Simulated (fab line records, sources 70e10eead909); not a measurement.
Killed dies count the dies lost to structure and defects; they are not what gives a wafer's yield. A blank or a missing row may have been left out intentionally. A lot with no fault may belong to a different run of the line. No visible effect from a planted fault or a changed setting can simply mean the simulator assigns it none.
A struck lot beside a sound one + flow nand-harc + 20 out of 1302 route steps
Sound: the wafers L396.1, L396.2, L396.3. Struck: wafers L408.4, L408.6. (L408.5 of the same lot was not struck and is left out.) The cause comes at the end.
Order at every step that has rows: each side's tool, ch and its chambers, its first start. Under that, the readings that differ: sound wafers + struck wafers + difference of the means + sigmas: that difference in standard deviations of wafers without a fault.
alike: words and numbers the same on both sides, and readings whose means are apart by under 2 such deviations; not compared: readings that were withheld, readings missing a value for some wafer, numbers with overlapping values and no deviation given by the record, and bounds like >300 which may hide the same value.
Wherever a step has rows on one side only, a row that says differs or no value, or a row with sigmas, the two part there. When numbers do not overlap yet have no deviation, they are printed without sigmas and do not part them. Lack of a reading on every wafer of one side parts them only where that side has two or more wafers.

NHARC_P_M0_INSPECT_27:
  sound: defect-inspect-01 at day 10 00:19; struck: defect-inspect-02 at day 15 02:13
  alike: raw-defect-count
NHARC_P_M0_PRE_CLEAN_31: time 12 s.
  sound on pecvd-03 ch 0,1,2, day 10 00:23; struck on pecvd-03 ch 0,2, day 15 02:19
  alike: heater-power-w
NHARC_P_M0_DEP_32: deposits SiCN, target thk 30 nm.
  sound on pecvd-03 ch 0,1,2, day 10 00:28; struck on pecvd-03 ch 0,2, day 15 02:29
  alike: heater-power-w
then, 9 steps without rows for these wafers: NHARC_P_M1_DEP_00 (deposits SiOC, target thk 182.5 nm); NHARC_P_M1_DEHYDRATE_01 (time 120 s); NHARC_P_M1_HMDS_02 (time 30 s); NHARC_P_M1_COAT_34 (time 65 s); NHARC_P_M1_COAT_03 (resist thk 90 nm); NHARC_P_M1_SOFTBAKE_04 (time 55 s); NHARC_P_M1_EBR_05; NHARC_P_M1_EXPOSE_06 (exposes mask P M1, target cd 130 nm); NHARC_P_M1_PEB_07 (peb time 65 s).
NHARC_P_M1_DEVELOP_08: develop time 35 s.
  sound on litho-track-06 ch 0, day 10 01:00; struck on litho-track-06 ch 0, day 15 03:00
NHARC_P_M1_CD_MEAS_09: the cd target is 130 nm.
  sound on cd-sem-01 ch 0, day 10 01:41; struck on cd-sem-01 ch 0, day 15 03:45
| reading    | sound             | struck      | difference | sigmas |
|------------|-------------------|-------------|------------|--------|
| cd-nm (nm) | 131.5 129.9 130.6 | 128.3 129.0 | -2.0       | -3     |
NHARC_P_M1_OVL_MEAS_10: pitch 260 nm.
  sound: overlay-01 at day 10 01:46; struck: overlay-02 at day 15 03:50
| reading           | sound       | struck    | difference | sigmas |
|-------------------|-------------|-----------|------------|--------|
| overlay-x-nm (nm) | 0.4 0.9 0.2 | -2.1 -1.9 | -2.5       | -2     |
  alike: overlay-y-nm
NHARC_P_M1_INSPECT_11:
  sound: defect-inspect-02 at day 10 01:48; struck: defect-inspect-01 at day 15 03:52
  alike: raw-defect-count
NHARC_P_M1_DESCUM_14: chemistry O2, time 3 s.
  sound on rie-diel-01 ch 0,1,2, day 10 01:52; struck on rie-diel-08 ch 0,1, day 15 03:58
| reading                | sound | struck | difference                    | sigmas |
|------------------------|-------|--------|-------------------------------|--------|
| rf-hours-counter-h (h) | 0 0 0 | - -    | no value on the struck wafers |        |
  alike: drypump-motor-current-A, oes-product-au, rf-vpp-V, showerhead-plenum-p-Torr, throttle-valve-pct
  not compared: model.P_M1.cd-nm
NHARC_P_M1_ETCH_35: etches the open film in N2/H2, target depth 40 nm, overetch 12 nm, time 43.94 s.
  sound on rie-diel-01 ch 0,2,3, day 10 01:57; struck on rie-diel-08 ch 0, day 15 04:05
| reading                | sound | struck | difference                    | sigmas |
|------------------------|-------|--------|-------------------------------|--------|
| rf-hours-counter-h (h) | 0 0 0 | - -    | no value on the struck wafers |        |
  alike: drypump-motor-current-A, oes-product-au, rf-vpp-V, showerhead-plenum-p-Torr, throttle-valve-pct
NHARC_P_M1_ETCH_15: etches the open film in C4F8/Ar, target depth 182.5 nm, time 91.2 s.
  sound on rie-diel-01 ch 0,2,3; struck on rie-diel-08 ch 0,1, day 15 04:14
| reading                | sound           | struck      | difference                    | sigmas |
|------------------------|-----------------|-------------|-------------------------------|--------|
| rf-hours-counter-h (h) | 0 0 0           | - -         | no value on the struck wafers |        |
| model.P_M1.cd-nm (nm)  | 132.2 130 131.4 | 128.8 129.8 | -1.9                          |        |
  alike: oes-product-au, rf-vpp-V
NHARC_P_M1_CD_MEAS_16:
  sound: cd-sem-03 at day 10 02:10; struck: cd-sem-01 at day 15 04:22
| reading    | sound             | struck      | difference | sigmas |
|------------|-------------------|-------------|------------|--------|
| cd-nm (nm) | 132.2 130.0 131.4 | 128.5 130.0 | -1.9       | -2     |

## WHERE THEY PART
First at NHARC_P_M1_CD_MEAS_09; last, within this record, at NHARC_P_M1_CD_MEAS_16.

WHY: whatever the simulator had introduced
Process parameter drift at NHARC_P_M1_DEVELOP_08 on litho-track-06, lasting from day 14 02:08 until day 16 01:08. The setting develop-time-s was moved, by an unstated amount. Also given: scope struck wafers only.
